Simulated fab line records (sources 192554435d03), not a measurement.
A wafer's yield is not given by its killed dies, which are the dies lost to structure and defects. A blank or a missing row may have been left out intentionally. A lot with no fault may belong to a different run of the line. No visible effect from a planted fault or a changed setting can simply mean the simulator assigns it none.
fab line records -- flow n5Finfet
record lots=9, wafers=27, lastDay=17
route steps=1938 shown DUMMY_REMOVAL@378 HKMG_FIN@395 BEOL_M4@1111
lots untouched by any fault: they come from a run of this same line in which no faults occurred
startH: the number of hours between the record's first day and the start of the first shown wafer of the lot -- waitH: hours elapsed since this lot's preceding step -- " identical to the entry in the row above -- L1.1+2: one row covering several wafers at once -- - no value present, or no start provided -- * or withheld: withheld -- < > ~ a bound
route shown NAME@n: NAME is a module with steps in the file, n the number in the route of the first one -- usual: mean/standard deviation of fault-free wafers -- same: alike in all rows -- chamber/n: place in a boat -- sites: per-site readings -- _std_site: how widely they spread, as a standard deviation -- _edge_site: mean of outer sites minus mean of inner sites -- radiusMm: for every site, how far away it sits from the centre of the wafer -- mask NAME#n: copy n -- behind: the most recent tool/chamber to have shaped the wafer -- hold: cause of the lot's hold/its duration in hours/its outcome -- device: the n, p or np transistor that did not switch -- end of line: tests of these same wafers at the route's end -- where a step has no rows: the recipe by itself -- killed: dies lost to structure and defects at the first sort, not the wafer's yield -- map: shows each die of a wafer: x if killed, . if not, _ if none is there
set.NAME: the run value of the setting; set.NAME@STEP: its run value at that earlier step -- model.NAME: the simulator's own value behind a step, which no gauge read
the route's steps for a sample of lots (tables are steps, rows are wafers)
services: a tool's chamber out of use, with start hour (startH, from the record's first day; less than 0 if before it), hours out, and reason
## steps
# step N5_DUMMY_REMOVAL_STRIP_10
# recipe chemistry=N2/H2, timeS=40, powerW=100, tempC=40, pressureMtorr=100, rfFrequencyHz=6e+07, biasPowerW=3, n2FlowSccm=300, h2FlowSccm=300
# usual drypumpMotorCurrentA=5.85/0.23, oesProductAu=0.76/0.072, rfVppV=45.3/0.88, showerheadPlenumPTorr=3.34/0.11, throttleValvePct=12.34/0.19
lot.wafer,tool,chamber,startH,waitH,drypumpMotorCurrentA,oesProductAu,rfHoursCounterH,rfVppV,showerheadPlenumPTorr,throttleValvePct
L251.1,rieDiel-05,1,70.31,0.0,5.69,0.70,208,44.8,3.35,12.36
L251.4,rieDiel-05,3,70.31,0.0,6.02,0.78,118,45.7,3.25,12.23
L251.6,rieDiel-05,3,70.31,0.0,6.01,0.77,-,44.4,3.25,12.22
L254.2,rieDiel-03,1,85.93,0.0,5.59,0.77,142,45.0,3.27,12.48
L254.3,rieDiel-03,2,85.93,0.0,5.72,0.79,121,44.8,3.51,12.23
L254.4,rieDiel-03,3,85.93,0.0,5.82,0.69,224,46.4,3.20,12.36
L256.1,rieDiel-04,2,101.50,0.0,5.64,0.70,229,45.3,3.20,12.27
L256.2,rieDiel-04,3,101.50,0.0,6.24,0.77,152,44.0,3.39,12.43
L256.4,rieDiel-04,0,101.50,0.0,5.55,0.74,164,46.4,3.23,12.24
L260.2,rieDiel-05,2,126.54,0.0,5.81,0.89,41,46.7,3.58,12.18
L260.4,rieDiel-05,3,126.54,0.0,6.03,0.77,134,45.6,3.24,12.27
L260.6,rieDiel-05,2,126.54,0.0,5.82,0.89,-,46.4,3.58,12.19
L262.2,rieDiel-05,0,137.31,0.0,5.84,0.69,214,44.3,3.34,12.61
L262.3,rieDiel-05,2,137.31,0.0,5.81,0.90,45,45.1,3.58,12.18
L262.6,rieDiel-05,0,137.31,0.0,5.84,0.70,-,45.2,3.34,12.64
L264.1,rieDiel-03,0,149.24,0.0,6.30,0.74,167,44.8,3.36,12.49
L264.2,rieDiel-03,2,149.24,0.0,5.74,0.77,142,45.4,3.50,12.29
L264.5,rieDiel-03,1,149.24,0.0,5.61,0.77,-,44.9,3.26,12.53
L268.1,rieDiel-05,1,175.16,0.0,5.71,0.69,239,46.4,3.33,12.45
L268.4,rieDiel-05,3,175.16,0.0,6.00,0.75,149,45.4,3.24,12.31
L268.5,rieDiel-05,0,175.16,0.0,5.81,0.69,-,45.1,3.34,12.65
L270.1,rieDiel-03,0,186.23,0.0,6.28,0.72,180,45.6,3.36,12.49
L270.3,rieDiel-03,1,186.23,0.0,5.62,0.75,175,45.0,3.25,12.55
L270.4,rieDiel-03,2,186.23,0.0,5.74,0.76,-,43.8,3.49,12.31
L273.1,rieDiel-05,0,201.58,0.0,5.82,0.68,232,45.7,3.33,12.68
L273.4,rieDiel-05,1,201.58,0.0,5.67,0.69,247,44.9,3.33,12.44
L273.5,rieDiel-05,0,201.58,0.0,5.85,0.68,-,43.8,3.33,12.67
# step N5_DUMMY_REMOVAL_INSPECT_06
# recipe inspectInstrument=brightfield, mode=aei
# usual rawDefectCount=11/5.7
lot.wafer,tool,chamber,startH,waitH,rawDefectCount
L251.1,defectInspect-01,-,70.47,0.0,13
L251.4,defectInspect-01,-,70.47,0.0,25
L251.6,defectInspect-01,-,70.47,0.0,19
L254.2,defectInspect-01,-,86.09,0.0,17
L254.3,defectInspect-01,-,86.09,0.0,3
L254.4,defectInspect-01,-,86.09,0.0,10
L256.1,defectInspect-01,-,101.66,0.0,18
L256.2,defectInspect-01,-,101.66,0.0,17
L256.4,defectInspect-01,-,101.66,0.0,15
L260.2,defectInspect-02,-,126.71,0.0,2
L260.4,defectInspect-02,-,126.71,0.0,10
L260.6,defectInspect-02,-,126.71,0.0,16
L262.2,defectInspect-01,-,137.51,0.0,4
L262.3,defectInspect-01,-,137.51,0.0,9
L262.6,defectInspect-01,-,137.51,0.0,12
L264.1,defectInspect-02,-,149.40,0.0,9
L264.2,defectInspect-02,-,149.40,0.0,10
L264.5,defectInspect-02,-,149.40,0.0,12
L268.1,defectInspect-02,-,175.32,0.0,5
L268.4,defectInspect-02,-,175.32,0.0,6
L268.5,defectInspect-02,-,175.32,0.0,10
L270.1,defectInspect-02,-,186.40,0.0,7
L270.3,defectInspect-02,-,186.40,0.0,3
L270.4,defectInspect-02,-,186.40,0.0,3
L273.1,defectInspect-02,-,201.74,0.0,8
L273.4,defectInspect-02,-,201.74,0.0,7
L273.5,defectInspect-02,-,201.74,0.0,8
# step N5_HKMG_FIN_EXPOSE_46
# recipe maskId=NDIPOLE, na=1.35, sourceShape=conventional, sigmaOuter=0.8, polarization=unpolarized, doseMj=40
# usual exposureDoseMJCm2=39.98/0.038, focusOffsetNm=-0.1/0.59
lot.wafer,tool,chamber,startH,waitH,mask,exposureDoseMJCm2,focusOffsetNm
L251.1,arfiScanner-03,0,71.65,-,NDIPOLE#0,40.00,0.3
L251.4,arfiScanner-03,0,71.65,-,NDIPOLE#0,39.98,-0.1
L251.6,arfiScanner-03,0,71.65,-,NDIPOLE#0,40.04,0.4
L254.2,arfiScanner-03,0,87.28,-,NDIPOLE#0,39.94,0.4
L254.3,arfiScanner-03,0,87.28,-,NDIPOLE#0,39.94,0.6
L254.4,arfiScanner-03,0,87.28,-,NDIPOLE#0,39.96,0.7
L256.1,arfiScanner-01,0,103.04,-,NDIPOLE#0,39.98,0.3
L256.2,arfiScanner-01,0,103.04,-,NDIPOLE#0,39.99,-0.7
L256.4,arfiScanner-01,0,103.04,-,NDIPOLE#0,39.97,0.0
L260.2,arfiScanner-03,0,127.85,-,NDIPOLE#0,39.92,-0.8
L260.4,arfiScanner-03,0,127.85,-,NDIPOLE#0,39.94,0.5
L260.6,arfiScanner-03,0,127.85,-,NDIPOLE#0,39.90,0.2
L262.2,arfiScanner-02,0,138.73,-,NDIPOLE#0,39.99,-0.3
L262.3,arfiScanner-02,0,138.73,-,NDIPOLE#0,40.02,-0.2
L262.6,arfiScanner-02,0,138.73,-,NDIPOLE#0,39.98,0.7
L264.1,arfiScanner-03,0,150.79,-,NDIPOLE#0,39.98,-0.1
L264.2,arfiScanner-03,0,150.79,-,NDIPOLE#0,39.95,-0.1
L264.5,arfiScanner-03,0,150.79,-,NDIPOLE#0,40.03,-1.5
L268.1,arfiScanner-01,0,176.52,-,NDIPOLE#0,40.02,-0.2
L268.4,arfiScanner-01,0,176.52,-,NDIPOLE#0,39.95,0.1
L268.5,arfiScanner-01,0,176.52,-,NDIPOLE#0,39.99,-0.6
L270.1,arfiScanner-03,0,187.66,-,NDIPOLE#0,45.14,-0.6
L270.3,arfiScanner-03,0,187.66,-,NDIPOLE#0,45.16,-0.4
L270.4,arfiScanner-03,0,187.66,-,NDIPOLE#0,45.10,-0.4
L273.1,arfiScanner-03,0,202.92,-,NDIPOLE#0,44.15,1.0
L273.4,arfiScanner-03,0,202.92,-,NDIPOLE#0,44.15,0.1
L273.5,arfiScanner-03,0,202.92,-,NDIPOLE#0,44.09,-0.6
# step N5_HKMG_FIN_CD_MEAS_49
# recipe targetCdNm=202, landingEnergyEv=500, detector=seInlens, polarity=opening
# usual cdNm=202.1/0.86
lot.wafer,tool,chamber,startH,waitH,cdNm
L251.1,cdSem-01,0,71.78,-,201.6
L251.4,cdSem-01,0,71.78,-,201.4
L251.6,cdSem-01,0,71.78,-,201.6
L254.2,cdSem-01,0,87.40,-,202.0
L254.3,cdSem-01,0,87.40,-,200.6
L254.4,cdSem-01,0,87.40,-,202.0
L256.1,cdSem-03,0,103.16,-,201.5
L256.2,cdSem-03,0,103.16,-,202.0
L256.4,cdSem-03,0,103.16,-,200.9
L260.2,cdSem-03,0,127.97,-,202.0
L260.4,cdSem-03,0,127.97,-,202.7
L260.6,cdSem-03,0,127.97,-,202.5
L262.2,cdSem-02,0,138.85,-,203.0
L262.3,cdSem-02,0,138.85,-,202.9
L262.6,cdSem-02,0,138.85,-,202.6
L264.1,cdSem-03,0,150.92,-,202.4
L264.2,cdSem-03,0,150.92,-,203.0
L264.5,cdSem-03,0,150.92,-,202.7
L268.1,cdSem-02,0,176.65,-,203.0
L268.4,cdSem-02,0,176.65,-,202.6
L268.5,cdSem-02,0,176.65,-,201.7
L270.1,cdSem-02,0,187.78,-,209.5
L270.3,cdSem-02,0,187.78,-,209.5
L270.4,cdSem-02,0,187.78,-,209.2
L273.1,cdSem-01,0,203.04,-,209.8
L273.4,cdSem-01,0,203.04,-,209.7
L273.5,cdSem-01,0,203.04,-,209.5
# step N5_HKMG_FIN_STRIP_57
# recipe chemistry=CF4, resist=SiARC, powerW=300, biasPowerW=75, pressureMtorr=50, cf4FlowSccm=150, rfFrequencyHz=6e+07
# usual drypumpMotorCurrentA=5.6/0.49, oesProductAu=0.80/0.092, rfVppV=271.2/1.4, showerheadPlenumPTorr=1.79/0.058, throttleValvePct=13.58/0.27
lot.wafer,tool,chamber,startH,waitH,drypumpMotorCurrentA,oesProductAu,rfHoursCounterH,rfVppV,showerheadPlenumPTorr,throttleValvePct
L251.1,rieDiel-01,1,72.16,0.0,5.0,0.76,135,270.1,1.72,13.85
L251.4,rieDiel-01,1,72.16,0.0,5.0,0.75,-,269.9,1.72,13.84
L251.6,rieDiel-01,2,72.16,0.0,6.2,0.70,-,273.3,1.85,13.84
L254.2,rieDiel-01,2,87.96,0.0,6.2,0.69,229,273.6,1.85,13.86
L254.3,rieDiel-01,1,87.96,0.0,5.0,0.75,143,269.7,1.72,13.86
L254.4,rieDiel-01,3,87.96,0.0,5.3,0.96,5,269.6,1.77,13.24
L256.1,rieDiel-01,2,103.53,0.0,6.2,0.69,234,270.8,1.85,13.88
L256.2,rieDiel-01,3,103.53,0.0,5.4,0.94,12,270.7,1.77,13.28
L256.4,rieDiel-01,0,103.53,0.0,4.7,0.74,174,269.9,1.79,13.56
L260.2,rieDiel-02,0,128.34,0.0,5.5,0.92,19,274.2,1.90,13.32
L260.4,rieDiel-02,1,128.34,0.0,6.4,0.77,131,270.1,1.74,13.43
L260.6,rieDiel-02,0,128.34,0.0,5.5,0.91,-,273.5,1.90,13.34
L262.2,rieDiel-06,3,139.21,0.0,5.5,0.81,77,270.3,1.73,13.53
L262.3,rieDiel-06,1,139.21,0.0,6.2,0.97,2,270.5,1.77,13.26
L262.6,rieDiel-06,2,139.21,0.0,5.5,0.71,-,272.2,1.84,13.93
L264.1,rieDiel-01,1,151.29,0.0,5.0,0.73,166,269.6,1.71,13.90
L264.2,rieDiel-01,3,151.29,0.0,5.4,0.89,28,270.2,1.76,13.31
L264.5,rieDiel-01,1,151.29,0.0,5.0,0.74,-,269.9,1.71,13.91
L268.1,rieDiel-06,3,177.03,0.0,5.6,0.78,90,269.3,1.73,13.57
L268.4,rieDiel-06,3,177.03,0.0,5.6,0.78,-,269.9,1.73,13.56
L268.5,rieDiel-06,1,177.03,0.0,6.2,0.91,-,271.1,1.77,13.32
L270.1,rieDiel-01,3,188.21,0.0,5.4,0.88,36,270.2,1.76,13.32
L270.3,rieDiel-01,2,188.21,0.0,6.2,0.93,10,270.5,1.84,13.36
L270.4,rieDiel-01,1,188.21,0.0,5.0,0.72,181,268.2,1.71,13.93
L273.1,rieDiel-06,0,203.55,0.0,5.7,0.82,68,273.2,1.88,13.35
L273.4,rieDiel-06,2,203.55,0.0,5.6,0.69,219,271.2,1.83,13.97
L273.5,rieDiel-06,2,203.55,0.0,5.5,0.69,-,272.9,1.83,13.99
# step N5_BEOL_M4_RC_MEAS_101
# usual DIBL_N=36.8/1.5, DIBL_P=37.1/2.1, IOFF_N=0.168/0.03, IOFF_P=0.22/0.034, ION_N=679/12, ION_P=466/8, SS_N=71.7/0.58, SS_P=73.5/0.67, VT_N=248.8/2.7, VT_P=-250/3.3
lot.wafer,tool,chamber,startH,waitH,DIBL_N[mV/V],DIBL_P[mV/V],IOFF_N[nA/um],IOFF_P[nA/um],ION_N[uA/um],ION_P[uA/um],SS_N[mV/dec],SS_P[mV/dec],VT_N[mV],VT_P[mV]
L251.1,prober-02,0,156.19,0.0,38.6,39.9,0.204,0.24,683,463,73.2,74.1,247.3,-249
L251.4,prober-02,0,156.19,0.0,34.9,35.0,0.135,0.17,662,455,71.3,73.5,250.8,-256
L251.6,prober-02,0,156.19,0.0,38.5,39.9,0.213,0.25,679,466,71.6,74.3,244.0,-247
L254.2,prober-02,0,181.93,0.2,36.8,36.8,0.162,0.26,690,482,71.3,73.5,248.8,-246
L254.3,prober-02,0,181.93,0.2,37.9,38.8,0.184,0.29,689,479,71.8,74.2,249.6,-242
L254.4,prober-02,0,181.93,0.2,37.9,37.6,0.190,0.26,704,486,71.9,73.5,246.3,-246
L256.1,prober-01,0,185.76,0.0,37.7,38.3,0.187,0.26,678,467,72.6,74.2,247.7,-246
L256.2,prober-01,0,185.76,0.0,39.2,37.7,0.213,0.24,680,460,72.9,73.9,248.0,-247
L256.4,prober-01,0,185.76,0.0,34.7,33.1,0.126,0.17,667,458,71.5,73.1,252.7,-252
L260.2,prober-01,0,209.36,0.2,38.6,40.4,0.222,0.23,688,457,71.9,74.1,245.8,-253
L260.4,prober-01,0,209.36,0.2,35.1,36.2,0.148,0.16,680,458,70.8,72.7,249.5,-257
L260.6,prober-01,0,209.36,0.2,37.7,38.2,0.178,0.20,673,457,72.5,73.5,249.2,-254
L262.2,prober-01,0,237.39,0.2,35.2,34.7,0.149,0.19,680,466,71.2,73.7,248.8,-253
L262.3,prober-01,0,237.39,0.2,34.9,33.7,0.131,0.18,663,459,71.7,73.0,252.6,-254
L262.6,prober-01,0,237.39,0.2,33.5,31.6,0.115,0.15,658,449,71.1,72.5,254.1,-255
L264.1,prober-02,0,242.12,0.0,34.3,32.5,0.132,0.19,662,465,70.9,73.3,250.2,-251
L264.2,prober-02,0,242.12,0.0,36.4,34.9,0.166,0.22,676,470,71.2,73.4,247.7,-250
L264.5,prober-02,0,242.12,0.0,35.6,34.2,0.152,0.21,670,461,71.0,74.0,249.4,-250
L268.1,prober-01,0,269.38,0.0,35.7,36.8,0.139,0.22,681,472,71.1,73.4,252.4,-251
L268.4,prober-01,0,269.38,0.0,33.8,33.9,0.118,0.17,674,468,70.9,72.4,253.6,-252
L268.5,prober-01,0,269.38,0.0,37.9,39.5,0.169,0.27,676,471,71.7,73.9,244.6,-246
L270.1,prober-01,0,275.70,0.0,36.0,37.5,0.143,0.21,670,462,72.4,74.4,250.8,-251
L270.3,prober-01,0,275.70,0.0,36.6,37.5,0.163,0.20,677,460,72.0,73.6,247.4,-251
L270.4,prober-01,0,275.70,0.0,33.2,33.1,0.102,0.15,651,451,71.3,72.1,255.1,-254
L273.1,prober-02,0,296.59,0.0,33.4,33.0,0.126,0.19,679,469,71.3,72.9,252.8,-251
L273.4,prober-02,0,296.59,0.0,34.7,34.8,0.147,0.22,681,472,71.5,73.4,252.4,-247
L273.5,prober-02,0,296.59,0.0,36.5,36.2,0.164,0.26,678,474,72.4,73.0,248.7,-246
## services
tool,chamber,startH,hours,kind
arfiScanner-01,-,51.08,0.2,repair
rieDiel-01,3,59.97,1.7,repair
arfiScanner-02,-,63.34,1.3,pm
rieDiel-02,-,72.54,11.6,repair
arfiScanner-03,-,80.68,0.8,pm
arfiScanner-02,-,86.80,1.0,pm
arfiScanner-02,-,89.42,0.8,repair
arfiScanner-01,-,89.98,1.3,pm
arfiScanner-03,-,92.77,1.3,pm
rieDiel-02,2,96.77,1.5,repair
rieDiel-05,-,97.29,2.8,pm
arfiScanner-01,-,108.32,1.0,pm
arfiScanner-01,-,123.49,4.9,pm
rieDiel-01,3,130.35,4.5,repair
arfiScanner-02,-,132.03,0.5,repair
arfiScanner-02,-,137.68,0.8,pm
arfiScanner-01,-,143.22,6.0,pm
rieDiel-01,-,148.96,0.1,repair
arfiScanner-03,-,155.58,1.0,pm
rieDiel-05,2,156.09,5.9,repair
rieDiel-02,1,158.46,5.5,repair
rieDiel-03,-,158.81,0.4,repair
arfiScanner-01,-,185.41,0.8,pm
arfiScanner-01,-,200.52,23.0,repair
## key
firstSign step=N5_HKMG_FIN_EXPOSE_46, reading=exposureDoseMJCm2, direction=up, sigmas=99+, usual=39.98, struck=44.63
effect step=N5_HKMG_FIN_CD_MEAS_49, reading=cdNm, direction=up, sigmas=8.7, usual=202.1, struck=209.5, through=controlLoop
metAt N5_HKMG_FIN_EXPOSE_46
struckLots L270,L273
loopTrim step=N5_HKMG_FIN_EXPOSE_46, setting=dose, lots=L273
notActingAt N5_DUMMY_REMOVAL_STRIP_10,N5_DUMMY_REMOVAL_INSPECT_06,N5_HKMG_FIN_STRIP_57
onsetBetween 150.79 187.66
fault kind=processParameterDrift, tool=arfiScanner-03, chamber=-, onsetH=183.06, steps=N5_HKMG_FIN_EXPOSE_46, channel=doseMj, offset=5.2324, shape=step, actsIn=theseRecipesOnly, stated=40
# loopTrim: a control loop set the setting to another value than it would have without faults
